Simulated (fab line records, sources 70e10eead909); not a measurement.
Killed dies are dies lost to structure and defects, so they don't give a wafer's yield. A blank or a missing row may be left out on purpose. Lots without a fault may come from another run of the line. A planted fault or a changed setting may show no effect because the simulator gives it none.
Problem report in the 8D (eight disciplines) form, filled by code | flow nand_harc | the parts of the form that need people (team, actions taken, sign-off) are left out

1. THE PROBLEM
rf_fwd_power_W at NHARC_A_BONDPAD_ETCH_12 reads a mean of 297.4 W on 2 wafers of 2 lots; wafers without a fault read 497.8 W with a standard deviation of 1.5. That is -99 or more standard deviations from the usual mean.
The step: etches the open film in CHF3/O2, target depth 220 nm, time 110 s.
First seen on wafer L804.6, day 22 11:19, on rie_diel-06. The record holds 42 wafers of 14 lots with a number at this step. Rule for "out", or "out of limits": more than 4 standard deviations from the usual mean. The other wafers with a number count as sound.

2. WHAT IT IS AND WHAT IT IS NOT
question                    | is                             | is not
which readings at this step | rf_fwd_power_W, oes_product_au | drypump_motor_current_A, o2_flow_sccm, rf_vpp_V, showerhead_plenum_p_Torr
which lots                  | L804, L805                     | L786, L787, L788, L789, L790, L791, L792, L793, L794, L796, L797, L800
which wafers of those lots  | L804.6, L805.4                 | L804.2, L804.3, L805.1, L805.3
read on which tools         | rie_diel-06                    | rie_diel-03, rie_diel-10
when                        | from day 22 11:19              | up to then (38 sound wafers); but 2 sound wafers of L805 came after

3. SUSPECTS, AND WHAT RULES EACH OUT
Counting: a tool at a process step up to the reading stays a suspect if it ran every lot that is out. Sound lots after the first of them don't rule it out here, since some wafers of a struck lot are sound.
- rie_diel-06 at NHARC_A_BONDPAD_ETCH_12 (etches the open film in CHF3/O2, target depth 220 nm, time 110 s): kept. It ran every lot that is out, first L804 (day 22 11:19); its last sound lot up to then is L797 (day 20 21:04). Its own readings are out on those wafers: oes_product_au, rf_fwd_power_W.
- Within rie_diel-06 at NHARC_A_BONDPAD_ETCH_12: the wafers that are out ran in chamber 0; their sound lot-mates ran in chambers 1, 2, 3.
Left after counting: rie_diel-06 at NHARC_A_BONDPAD_ETCH_12.

4. THE CAUSE (what the simulator had put in)
Process parameter drift: rie_diel-06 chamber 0, from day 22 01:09 on, at NHARC_A_BONDPAD_ETCH_12. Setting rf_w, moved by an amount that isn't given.
Counting left only this tool.

5. THE CHAIN OF EFFECTS, in route order
Each row: a reading whose mean over the struck wafers that have a number lies more than 3 standard deviations from the usual. Only readings for which the record gives a usual standard deviation are gone through. hours: the time from each lot's start at the first step in this table that gives one to its start at this step, as a median over the lots. sigmas: the change in usual standard deviations.
hours | step                    | reading        | usual      | on struck wafers | change | sigmas
0     | NHARC_A_BONDPAD_ETCH_12 | oes_product_au | 0.949 a.u. | 0.721            | -0.228 | -11
0     | NHARC_A_BONDPAD_ETCH_12 | rf_fwd_power_W | 497.8 W    | 297.4            | -200.4 | -99 or more
The process steps in it:
- NHARC_A_BONDPAD_ETCH_12: etches the open film in CHF3/O2, target depth 220 nm, time 110 s.

6. WHAT WOULD HAVE CAUGHT IT SOONER
In this record the first reading out of limits was taken at day 22 11:19, 10 hours after the fault began at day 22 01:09.
